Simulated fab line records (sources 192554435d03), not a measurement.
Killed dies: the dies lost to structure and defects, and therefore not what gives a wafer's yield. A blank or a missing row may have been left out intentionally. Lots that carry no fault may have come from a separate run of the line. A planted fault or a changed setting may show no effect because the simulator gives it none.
fab line records	flow n5-finfet	part 1 of 2: steps 1 to 23 of 34
record lots=5	wafers=15	last-day=15
route steps=1938 shown BEOL_M1@840 BEOL_M2@841
lots with no fault: from the same line, run without faults
start-h: the number of hours between the record's first day and the start of the first shown wafer of the lot	wait-h: how many hours have passed since the lot's step before this one	" repeats the value in the row above	L1.1+2: a single row standing in for several wafers	- no value, or no start was given	* or withheld: withheld	< > ~ a bound
route shown NAME@n: NAME is a module with steps in the file, n the number in the route of the first one	usual: mean and standard deviation over wafers with no fault	same: alike in all rows	chamber/n: place in a boat	sites: each site's reading	_std_site: the standard deviation of these	_edge_site: inner sites' mean taken away from outer sites' mean	radius-mm: how far each site lies from the wafer's centre	mask NAME#n: copy n	behind: the tool/chamber that last shaped the wafer	hold: why the lot went on hold/how many hours it stayed there/how the hold came to an end	device: transistor that didn't switch, given as n, p or np	end of line: at the end of the route, the tests of the same wafers	a step without rows: its recipe alone	killed: dies lost to structure and defects at the first sort, not the wafer's yield	map: dies across one wafer; x = killed, . = not, _ = none there
set.NAME: the run value of the setting; set.NAME@STEP: its run value at that earlier step	model.NAME: the simulator's own value behind a step, which no gauge read
lots at selected steps of the route; one table per step, one row per wafer
services: the hour from which a tool's chamber was out of use, counted from the record's first day as start-h (under 0 if before that day), plus the number of hours and why
## steps
# step N5_BEOL_M1_INSPECT_59
# recipe inspect-instrument=darkfield	mode=post-dep
# usual raw-defect-count=72/22
lot.wafer	tool	chamber	start-h	wait-h	raw-defect-count
L075.1	defect-inspect-01	-	145.23	0.0	57
L075.5	"	-	"	"	66
L075.6	"	-	"	"	56
L080.2	defect-inspect-01	-	168.42	0.0	50
L080.3	"	-	"	"	57
L080.4	"	-	"	"	56
L082.2	defect-inspect-01	-	184.79	0.0	100
L082.3	"	-	"	"	82
L082.5	"	-	"	"	93
L087.1	defect-inspect-01	-	210.33	0.0	62
L087.2	"	-	"	"	100
L087.5	"	-	"	"	126
L089.1	defect-inspect-01	-	222.79	0.0	50
L089.2	"	-	"	"	61
L089.3	"	-	"	"	58
# step N5_BEOL_M2_ILD_DEP_00
# recipe material=SiOC	target-thk-a=790	temp-c=350	precursor=DEMS/O2	pressure-torr=5	rf-w=500	time-s=15.3
# usual heater-power-w=452/82	showerhead-plenum-p-Torr=5.698/0.015	showerhead-vpp-V=1406/75	throttle-valve-pct=12.2/0.82
lot.wafer	tool	chamber	start-h	wait-h	heater-power-w	showerhead-plenum-p-Torr	showerhead-vpp-V	throttle-valve-pct
L075.1	pecvd-03	2	145.27	0.0	555	5.688	1356	11.7
L075.5	"	1	"	"	305	5.711	1359	11.2
L075.6	"	0	"	"	377	5.688	1419	13.2
L080.2	pecvd-03	1	168.46	0.0	356	5.718	1353	11.2
L080.3	"	2	"	"	591	5.689	1377	11.3
L080.4	"	1	"	"	353	5.711	1358	11.2
L082.2	pecvd-03	2	184.82	0.0	498	5.683	1383	11.3
L082.3	"	1	"	"	368	5.708	1375	11.2
L082.5	"	0	"	"	409	5.696	1396	13.3
L087.1	pecvd-03	1	210.37	0.0	380	5.697	1334	11.0
L087.2	"	2	"	"	586	5.675	1385	11.5
L087.5	"	2	"	"	579	5.693	1410	11.7
L089.1	pecvd-01	0	222.83	0.0	428	5.738	1399	13.5
L089.2	"	1	"	"	446	5.696	1284	12.1
L089.3	"	1	"	"	437	5.687	1272	11.9
# step N5_BEOL_M2_THK_MEAS_01
# recipe reads=SiOC_of_BEOL_M2_ILD_DEP_00
# usual M2_ILD_THK=79.3/1.1
lot.wafer	tool	chamber	start-h	wait-h	M2_ILD_THK[nm]
L075.1	film-metro-02	-	145.33	0.0	77.4
L075.5	"	-	"	"	78.7
L075.6	"	-	"	"	78.1
L080.2	film-metro-01	-	168.52	0.1	78.4
L080.3	"	-	"	"	77.8
L080.4	"	-	"	"	79.0
L082.2	film-metro-02	-	184.89	0.1	79.6
L082.3	"	-	"	"	78.4
L082.5	"	-	"	"	81.4
L087.1	film-metro-01	-	210.44	0.0	79.4
L087.2	"	-	"	"	79.2
L087.5	"	-	"	"	80.2
L089.1	film-metro-01	-	222.91	0.1	78.4
L089.2	"	-	"	"	78.7
L089.3	"	-	"	"	80.3
# step N5_BEOL_M2_PECVD_72
# recipe material=SiO2	target-thk-a=160	temp-c=400	precursor=TEOS/O2	pressure-torr=5.5	rf-w=450	teos-flow-sccm=53.8	gas=O2	flow-sccm=3000	time-s=18
# usual heater-power-w=673/110	showerhead-plenum-p-Torr=8.80/0.065	showerhead-vpp-V=1341/83	throttle-valve-pct=23.0/1.4
lot.wafer	tool	chamber	start-h	wait-h	heater-power-w	showerhead-plenum-p-Torr	showerhead-vpp-V	throttle-valve-pct
L075.1	pecvd-01	0	145.37	0.0	648	8.95	1354	25.5
L075.5	"	2	"	"	556	8.81	1357	23.2
L075.6	"	1	"	"	634	8.80	1203	22.6
L080.2	pecvd-01	1	168.56	0.0	631	8.78	1214	22.7
L080.3	"	0	"	"	638	8.93	1333	25.5
L080.4	"	1	"	"	625	8.79	1226	23.0
L082.2	pecvd-04	1	184.93	0.0	827	8.71	1497	22.8
L082.3	"	2	"	"	601	8.79	1398	22.6
L082.5	"	2	"	"	628	8.78	1424	22.4
L087.1	pecvd-01	2	210.47	0.0	546	8.83	1356	23.2
L087.2	"	0	"	"	602	8.94	1336	25.4
L087.5	"	0	"	"	606	8.94	1340	25.6
L089.1	pecvd-03	1	222.95	0.0	459	8.83	1300	20.7
L089.2	"	2	"	"	824	8.74	1297	21.7
L089.3	"	1	"	"	457	8.84	1263	20.8
# step N5_BEOL_M2_HM_DEP_02
# recipe material=TiN	target-thk-a=200	temp-c=25	chamber-pressure-pa=0.49996
# usual chamber-pressure-pa=0.4999/0.0011	throttle-valve-pct=29.6/1.2
lot.wafer	tool	chamber	start-h	wait-h	chamber-pressure-pa	throttle-valve-pct
L075.1	pvd-sputter-01	-	145.53	0.1	0.5004	28.1
L075.5	"	-	"	"	0.5008	28.1
L075.6	"	-	"	"	0.4995	29.2
L080.2	pvd-sputter-02	-	169.37	0.8	0.4993	30.1
L080.3	"	-	"	"	0.4991	29.0
L080.4	"	-	"	"	0.5005	29.9
L082.2	pvd-sputter-01	-	185.59	0.6	0.4997	30.3
L082.3	"	-	"	"	0.5021	27.4
L082.5	"	-	"	"	0.4997	30.5
L087.1	pvd-sputter-01	-	211.74	1.2	0.5001	30.3
L087.2	"	-	"	"	0.5003	28.0
L087.5	"	-	"	"	0.5006	29.3
L089.1	pvd-sputter-01	-	225.29	2.3	0.4985	29.4
L089.2	"	-	"	"	0.5012	28.1
L089.3	"	-	"	"	0.5001	27.5
# step N5_BEOL_M2_COAT_61
# recipe resist=SOC	temp-c=250	time-s=60	spin-rpm=1500	resist-thk-nm=60
lot.wafer	tool	chamber	start-h	wait-h
L075.1+5+6	litho-track-03	0	145.67	0.1
L080.2+3+4	litho-track-02	0	169.49	0.1
L082.2+3+5	litho-track-04	0	185.72	0.1
L087.1+2+5	litho-track-02	0	211.87	0.1
L089.1+2+3	litho-track-04	0	225.42	0.1
# step N5_BEOL_M2_COAT_62
# recipe resist=SiARC	temp-c=220	time-s=60	spin-rpm=1500	resist-thk-nm=12
lot.wafer	tool	chamber	start-h	wait-h
L075.1+5+6	litho-track-03	0	-	-
L080.2+3+4	litho-track-02	0	-	-
L082.2+3+5	litho-track-04	0	-	-
L087.1+2+5	litho-track-02	0	-	-
L089.1+2+3	litho-track-04	0	-	-
# step N5_BEOL_M2_COAT_73
# recipe resist=underlayer	temp-c=205	time-s=60	spin-rpm=1500	resist-thk-nm=5
lot.wafer	tool	chamber	start-h	wait-h
L075.1+5+6	litho-track-03	0	-	-
L080.2+3+4	litho-track-02	0	-	-
L082.2+3+5	litho-track-04	0	-	-
L087.1+2+5	litho-track-02	0	-	-
L089.1+2+3	litho-track-04	0	-	-
# step N5_BEOL_M2_COAT_05
# recipe resist=CAR-EUV	spin-rpm=1500	resist-thk-nm=30
lot.wafer	tool	chamber	start-h	wait-h
L075.1+5+6	litho-track-03	0	-	-
L080.2+3+4	litho-track-02	0	-	-
L082.2+3+5	litho-track-04	0	-	-
L087.1+2+5	litho-track-02	0	-	-
L089.1+2+3	litho-track-04	0	-	-
# step N5_BEOL_M2_EBR_07
# recipe solvent=PGMEA	ebr-width-mm=1.5
lot.wafer	tool	chamber	start-h	wait-h
L075.1+5+6	litho-track-03	0	-	-
L080.2+3+4	litho-track-02	0	-	-
L082.2+3+5	litho-track-04	0	-	-
L087.1+2+5	litho-track-02	0	-	-
L089.1+2+3	litho-track-04	0	-	-
# step N5_BEOL_M2_SOFTBAKE_06
# recipe temp-c=110	time-s=60	resist=CAR-EUV
lot.wafer	tool	chamber	start-h	wait-h
L075.1+5+6	litho-track-03	0	-	-
L080.2+3+4	litho-track-02	0	-	-
L082.2+3+5	litho-track-04	0	-	-
L087.1+2+5	litho-track-02	0	-	-
L089.1+2+3	litho-track-04	0	-	-
# step N5_BEOL_M2_EXPOSE_08
# recipe mask-id=M2	na=0.33	source-shape=dipole	sigma-inner=0.369	sigma-outer=0.767	polarization=unpolarized	dose-mj=41.25
# usual reticle-temp-C=22.99/0.095
# same sigma-inner=0.369
lot.wafer	tool	chamber	start-h	wait-h	mask	reticle-temp-C
L075.1	euv-scanner-02	0	145.80	-	M2#0	22.88
L075.5	"	0	"	"	M2#0	22.93
L075.6	"	0	"	"	M2#0	23.04
L080.2	euv-scanner-01	0	169.64	-	M2#0	23.09
L080.3	"	0	"	"	M2#0	22.91
L080.4	"	0	"	"	M2#0	22.94
L082.2	euv-scanner-02	0	185.86	-	M2#0	22.92
L082.3	"	0	"	"	M2#0	22.94
L082.5	"	0	"	"	M2#0	22.87
L087.1	euv-scanner-02	0	213.16	-	M2#0	23.16
L087.2	"	0	"	"	M2#0	23.12
L087.5	"	0	"	"	M2#0	22.98
L089.1	euv-scanner-02	0	225.70	-	M2#0	22.94
L089.2	"	0	"	"	M2#0	22.87
L089.3	"	0	"	"	M2#0	22.96
# step N5_BEOL_M2_PEB_09
# recipe peb-temp-c=100	peb-time-s=60	resist=CAR-EUV
lot.wafer	tool	chamber	start-h	wait-h
L075.1+5+6	litho-track-02	0	145.87	0.1
L080.2+3+4	litho-track-02	0	169.69	0.1
L082.2+3+5	litho-track-04	0	185.92	0.1
L087.1+2+5	litho-track-04	0	213.22	0.1
L089.1+2+3	litho-track-03	0	225.76	0.1
# step N5_BEOL_M2_DEVELOP_10
# recipe develop-time-s=30	developer=TMAH	resist=CAR-EUV	rinse-liquid=surfactant-rinse	dry=air-spin	dev-temp-c=23
lot.wafer	tool	chamber	start-h	wait-h
L075.1+5+6	litho-track-02	0	-	-
L080.2+3+4	litho-track-02	0	-	-
L082.2+3+5	litho-track-04	0	-	-
L087.1+2+5	litho-track-04	0	-	-
L089.1+2+3	litho-track-03	0	-	-
# step N5_BEOL_M2_CD_MEAS_11
# recipe target-cd-nm=16.79	landing-energy-ev=500	detector=se-inlens	polarity=opening
# usual cd-nm=16.71/0.25
lot.wafer	tool	chamber	start-h	wait-h	cd-nm
L075.1	cd-sem-03	0	145.94	-	16.48
L075.5	"	0	"	"	16.94
L075.6	"	0	"	"	16.27
L080.2	cd-sem-01	0	169.76	-	16.83
L080.3	"	0	"	"	16.70
L080.4	"	0	"	"	16.48
L082.2	cd-sem-02	0	185.99	-	16.87
L082.3	"	0	"	"	17.07
L082.5	"	0	"	"	17.03
L087.1	cd-sem-02	0	213.29	-	16.75
L087.2	"	0	"	"	16.93
L087.5	"	0	"	"	16.90
L089.1	cd-sem-02	0	225.83	-	17.00
L089.2	"	0	"	"	16.93
L089.3	"	0	"	"	16.44
# step N5_BEOL_M2_OVL_MEAS_12
# recipe points-per-wafer=522
# usual M2_OVL=0.3/0.62
lot.wafer	tool	chamber	start-h	wait-h	M2_OVL[nm]
L075.1	overlay-02	0	145.97	0.0	0.3
L075.5	"	0	"	"	0.1
L075.6	"	0	"	"	0.0
L080.2	overlay-02	0	169.80	0.0	1.1
L080.3	"	0	"	"	0.4
L080.4	"	0	"	"	1.0
L082.2	overlay-01	0	186.02	0.0	0.6
L082.3	"	0	"	"	1.5
L082.5	"	0	"	"	1.4
L087.1	overlay-01	0	213.32	0.0	-0.3
L087.2	"	0	"	"	0.4
L087.5	"	0	"	"	0.0
L089.1	overlay-02	0	225.86	0.0	-0.3
L089.2	"	0	"	"	1.1
L089.3	"	0	"	"	-0.3
# step N5_BEOL_M2_INSPECT_13
# recipe mode=adi	inspect-instrument=brightfield
# usual raw-defect-count=413/120
lot.wafer	tool	chamber	start-h	wait-h	raw-defect-count
L075.1	defect-inspect-01	-	146.02	0.1	477
L075.5	"	-	"	"	506
L075.6	"	-	"	"	326
L080.2	defect-inspect-02	-	169.85	0.0	338
L080.3	"	-	"	"	354
L080.4	"	-	"	"	428
L082.2	defect-inspect-02	-	186.08	0.0	359
L082.3	"	-	"	"	403
L082.5	"	-	"	"	342
L087.1	defect-inspect-01	-	213.38	0.1	755
L087.2	"	-	"	"	628
L087.5	"	-	"	"	947
L089.1	defect-inspect-01	-	225.93	0.1	411
L089.2	"	-	"	"	571
L089.3	"	-	"	"	446
# step N5_BEOL_M2_DESCUM_16
# recipe chemistry=O2	time-s=7	source-power-w=50	bias-power-w=20	pressure-mtorr=20	rf-frequency-hz=2.712e+07	temp-c=40	resist=CAR-EUV	o2-flow-sccm=225
# usual bias-power-w=20.00/0.061	drypump-motor-current-A=5.7/0.5	oes-product-au=0.81/0.075	rf-vpp-V=243.3/1.5	showerhead-plenum-p-Torr=2.10/0.09	throttle-valve-pct=20.41/0.15
lot.wafer	tool	chamber	start-h	wait-h	bias-power-w	drypump-motor-current-A	oes-product-au	rf-hours-counter-h	rf-vpp-V	showerhead-plenum-p-Torr	throttle-valve-pct
L075.1	rie-diel-01	1	146.07	0.0	20.05	5.3	0.70	202	242.2	2.08	20.49
L075.5	"	2	"	"	19.98	6.4	0.71	-	242.4	2.04	20.41
L075.6	"	1	"	"	19.95	5.3	0.71	-	242.1	2.08	20.50
L080.2	rie-diel-06	1	169.88	0.0	20.01	6.7	0.81	105	242.7	2.01	20.47
L080.3	"	2	"	"	20.12	5.4	0.90	31	245.8	2.23	20.47
L080.4	"	3	"	"	20.01	5.1	0.87	49	244.4	2.20	20.30
L082.2	rie-diel-01	3	186.19	0.1	19.90	5.8	0.83	44	241.5	2.04	20.40
L082.3	"	0	"	"	19.98	6.1	0.71	232	240.4	1.97	20.59
L082.5	"	3	"	"	20.08	5.7	0.84	-	241.0	2.04	20.39
L087.1	rie-diel-02	1	213.41	0.0	20.07	5.6	0.82	75	243.8	2.12	20.24
L087.2	"	3	"	"	20.01	4.7	0.83	86	242.7	2.02	20.52
L087.5	"	1	"	"	20.03	5.6	0.81	-	244.7	2.12	20.23
L089.1	rie-diel-06	2	225.97	0.0	20.02	5.5	0.86	51	245.0	2.22	20.50
L089.2	"	1	"	"	19.95	6.7	0.78	125	241.7	2.01	20.50
L089.3	"	3	"	"	19.96	5.1	0.84	67	244.9	2.19	20.32
# step N5_BEOL_M2_ETCH_74
# recipe chemistry=N2/H2	target=underlayer	target-depth-a=65	mask-material=CAR-EUV	time-s=5.2	ion-energy-ev=200	pressure-mtorr=30	source-w=840	bias-w=150	n2-flow-sccm=200	h2-flow-sccm=200	ends=cleared
# usual drypump-motor-current-A=5.7/0.5	etch-rf-on-time-s=5.20/0.093	oes-product-au=0.69/0.063	rf-vpp-V=524/3.1	showerhead-plenum-p-Torr=2.55/0.1	throttle-valve-pct=17.82/0.18
lot.wafer	tool	chamber	start-h	wait-h	drypump-motor-current-A	etch-rf-on-time-s	oes-product-au	rf-hours-counter-h	rf-vpp-V	showerhead-plenum-p-Torr	throttle-valve-pct
L075.1	rie-diel-01	1	146.10	0.0	5.3	5.18	0.61	202	524	2.53	18.03
L075.5	"	2	"	"	6.4	5.17	0.59	-	524	2.49	17.92
L075.6	"	1	"	"	5.3	5.22	0.59	-	525	2.53	18.04
L080.2	rie-diel-06	1	169.92	0.0	6.7	5.30	0.69	105	523	2.46	17.98
L080.3	"	2	"	"	5.4	5.23	0.76	31	528	2.70	17.88
L080.4	"	3	"	"	5.1	5.05	0.74	49	528	2.67	17.61
L082.2	rie-diel-01	3	186.22	0.0	5.7	5.39	0.71	44	523	2.47	17.77
L082.3	"	0	"	"	6.1	5.09	0.62	232	521	2.41	18.09
L082.5	"	3	"	"	5.7	5.37	0.71	-	522	2.47	17.76
L087.1	rie-diel-02	1	213.45	0.0	5.6	5.13	0.71	75	525	2.57	17.53
L087.2	"	3	"	"	4.7	5.24	0.69	86	522	2.45	17.82
L087.5	"	1	"	"	5.6	5.18	0.70	-	527	2.57	17.54
L089.1	rie-diel-06	2	226.00	0.0	5.5	5.12	0.74	51	528	2.70	17.89
L089.2	"	1	"	"	6.7	5.26	0.66	125	521	2.45	18.03
L089.3	"	3	"	"	5.1	5.08	0.73	67	527	2.66	17.62
# step N5_BEOL_M2_ETCH_63
# recipe chemistry=CF4	target=SiARC	target-depth-a=156	mask-material=CAR-EUV	time-s=26	ion-energy-ev=80	pressure-mtorr=40	source-w=545	bias-w=36	Ar_flow_sccm=100	cf4-flow-sccm=100	ends=cleared
# usual drypump-motor-current-A=5.7/0.5	etch-rf-on-time-s=25.9/0.45	oes-product-au=0.70/0.064	rf-vpp-V=184.2/1.2	showerhead-plenum-p-Torr=2.15/0.079	throttle-valve-pct=15.59/0.18
lot.wafer	tool	chamber	start-h	wait-h	drypump-motor-current-A	etch-rf-on-time-s	oes-product-au	rf-hours-counter-h	rf-vpp-V	showerhead-plenum-p-Torr	throttle-valve-pct
L075.1	rie-diel-01	1	146.12	0.0	5.3	25.9	0.60	202	184.1	2.13	15.79
L075.5	"	2	"	"	6.4	25.7	0.60	-	184.2	2.11	15.85
L075.6	"	1	"	"	5.3	26.0	0.60	-	185.5	2.13	15.79
L080.2	rie-diel-06	1	169.93	0.0	6.7	26.1	0.69	105	183.3	2.06	15.65
L080.3	"	2	"	"	5.4	25.5	0.77	31	184.8	2.26	15.55
L080.4	"	3	"	"	5.2	25.2	0.74	49	183.8	2.25	15.45
L082.2	rie-diel-01	3	186.24	0.0	5.7	26.5	0.71	44	185.0	2.08	15.55
L082.3	"	0	"	"	6.1	25.5	0.61	232	183.3	2.04	15.92
L082.5	"	3	"	"	5.7	26.5	0.72	-	184.7	2.08	15.56
L087.1	rie-diel-02	1	213.46	0.0	5.6	25.6	0.70	75	185.9	2.17	15.40
L087.2	"	3	"	"	4.8	26.2	0.69	86	183.0	2.07	15.72
L087.5	"	1	"	"	5.6	25.5	0.70	-	184.1	2.17	15.41
L089.1	rie-diel-06	2	226.02	0.0	5.5	25.6	0.75	51	184.5	2.25	15.59
L089.2	"	1	"	"	6.7	26.3	0.66	125	183.1	2.06	15.69
L089.3	"	3	"	"	5.1	25.7	0.72	68	185.2	2.24	15.48
# step N5_BEOL_M2_ETCH_64
# recipe chemistry=N2/H2	target=SOC	target-depth-a=750	overetch-a=225	mask-material=SiARC	temp-c=40	time-s=121.9	ion-energy-ev=200	pressure-mtorr=30	source-w=840	bias-w=150	n2-flow-sccm=200	h2-flow-sccm=200
# usual drypump-motor-current-A=5.7/0.5	oes-product-au=0.62/0.055	rf-vpp-V=524.0/3	showerhead-plenum-p-Torr=2.55/0.1	throttle-valve-pct=17.77/0.18
lot.wafer	tool	chamber	start-h	wait-h	drypump-motor-current-A	oes-product-au	rf-hours-counter-h	rf-vpp-V	showerhead-plenum-p-Torr	throttle-valve-pct
L075.1	rie-diel-01	1	146.15	0.0	5.3	0.54	203	524.0	2.53	17.98
L075.5	"	2	"	"	6.4	0.54	-	521.9	2.49	17.86
L075.6	"	1	"	"	5.3	0.53	-	523.7	2.53	17.98
L080.2	rie-diel-06	1	169.96	0.0	6.7	0.61	105	521.3	2.46	17.95
L080.3	"	2	"	"	5.4	0.68	31	527.9	2.70	17.82
L080.4	"	3	"	"	5.1	0.66	49	528.4	2.67	17.56
L082.2	rie-diel-01	3	186.27	0.0	5.7	0.64	44	521.7	2.47	17.74
L082.3	"	0	"	"	6.1	0.54	232	520.2	2.41	18.04
L082.5	"	3	"	"	5.7	0.64	-	522.8	2.47	17.74
L087.1	rie-diel-02	1	213.49	0.0	5.6	0.63	75	524.1	2.57	17.49
L087.2	"	3	"	"	4.8	0.62	86	521.6	2.45	17.78
L087.5	"	1	"	"	5.6	0.62	-	523.9	2.57	17.50
L089.1	rie-diel-06	2	226.05	0.0	5.4	0.65	51	529.1	2.70	17.85
L089.2	"	1	"	"	6.6	0.60	125	523.1	2.45	18.00
L089.3	"	3	"	"	5.1	0.64	68	526.8	2.66	17.59
# step N5_BEOL_M2_STRIP_65
# recipe chemistry=N2/H2	temp-c=40	n2-flow-sccm=200	h2-flow-sccm=200	rf-frequency-hz=6e+07
lot.wafer	tool	chamber	start-h	wait-h
L075.1+5+6	rie-diel-01	1,2,1	146.26	0.1
L080.2+3+4	rie-diel-06	1,2,3	170.08	0.1
L082.2+3+5	rie-diel-01	3,0,3	186.38	0.1
L087.1+2+5	rie-diel-02	1,3,1	213.60	0.1
L089.1+2+3	rie-diel-06	2,1,3	226.16	0.1
# step N5_BEOL_M2_STRIP_75
# recipe chemistry=N2/H2	temp-c=40	n2-flow-sccm=200	h2-flow-sccm=200	rf-frequency-hz=6e+07
lot.wafer	tool	chamber	start-h	wait-h
L075.1+5+6	rie-diel-01	1,2,1	146.27	0.0
L080.2+3+4	rie-diel-06	1,2,3	170.09	0.0
L082.2+3+5	rie-diel-01	3,0,3	186.39	0.0
L087.1+2+5	rie-diel-02	1,3,1	213.61	0.0
L089.1+2+3	rie-diel-06	2,1,3	226.17	0.0
